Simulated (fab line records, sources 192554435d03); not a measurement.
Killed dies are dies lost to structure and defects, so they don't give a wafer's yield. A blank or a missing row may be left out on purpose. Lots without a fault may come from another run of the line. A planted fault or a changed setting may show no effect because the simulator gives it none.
Problem report in the 8D (eight disciplines) form, filled by code | flow n5_finfet | the parts of the form that need people (team, actions taken, sign-off) are left out

1. THE PROBLEM
spin_speed_rpm at N5_BEOL_M3_COAT_62 reads a mean of 1467.2 rpm on 6 wafers of 2 lots; wafers without a fault read 1500.4 rpm with a standard deviation of 0.88. That is -38 standard deviations from the usual mean.
The step: time 60 s, resist thk 12 nm.
First seen on wafer L849.1, day 8 17:16, on litho_track-02. The record holds 30 wafers of 10 lots with a number at this step. Rule for "out", or "out of limits": more than 4 standard deviations from the usual mean. The other wafers with a number count as sound.

2. WHAT IT IS AND WHAT IT IS NOT
question                    | is                     | is not
which readings at this step | spin_speed_rpm         | resist_line_temp_C
which lots                  | L849, L851             | L843, L845, L846, L847, L848, L861, L863, L866
which wafers of those lots  | all that have a number | -
read on which tools         | litho_track-02         | litho_track-01
when                        | from day 8 17:16       | up to then (15 sound wafers); but 9 sound wafers of L861, L863, L866 came after

3. SUSPECTS, AND WHAT RULES EACH OUT
Counting: a tool at a process step up to the reading stays a suspect if it ran every lot that is out and no sound lot after the first of them.
- litho_track-02 at N5_BEOL_M3_COAT_62 (time 60 s, resist thk 12 nm): ruled out as a lasting fault. Sound lots L863, L866 ran on it after its first lot that is out, L849 (day 8 17:16).
Left after counting: nothing in the record.

4. THE CAUSE (what the simulator had put in)
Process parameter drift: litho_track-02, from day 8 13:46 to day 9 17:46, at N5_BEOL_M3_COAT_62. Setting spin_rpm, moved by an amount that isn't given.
Counting ruled it out, wrongly.

5. THE CHAIN OF EFFECTS, in route order
Each row: a reading whose mean over the struck wafers that have a number lies more than 3 standard deviations from the usual. Only readings for which the record gives a usual standard deviation are gone through. hours: the time from each lot's start at the first step in this table that gives one to its start at this step, as a median over the lots. sigmas: the change in usual standard deviations.
hours | step               | reading        | usual      | on struck wafers | change | sigmas
0     | N5_BEOL_M3_COAT_62 | spin_speed_rpm | 1500.4 rpm | 1467.2           | -33.2  | -38
The process steps in it:
- N5_BEOL_M3_COAT_62: time 60 s, resist thk 12 nm.
Later measuring or inspecting steps at which every struck wafer that the step has a row for has a number for every such reading, and none has moved that far: N5_BEOL_M4_RC_MEAS_101.

6. WHAT WOULD HAVE CAUGHT IT SOONER
In this record the first reading out of limits was taken at day 8 17:16, 3 hours after the fault began at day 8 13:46.
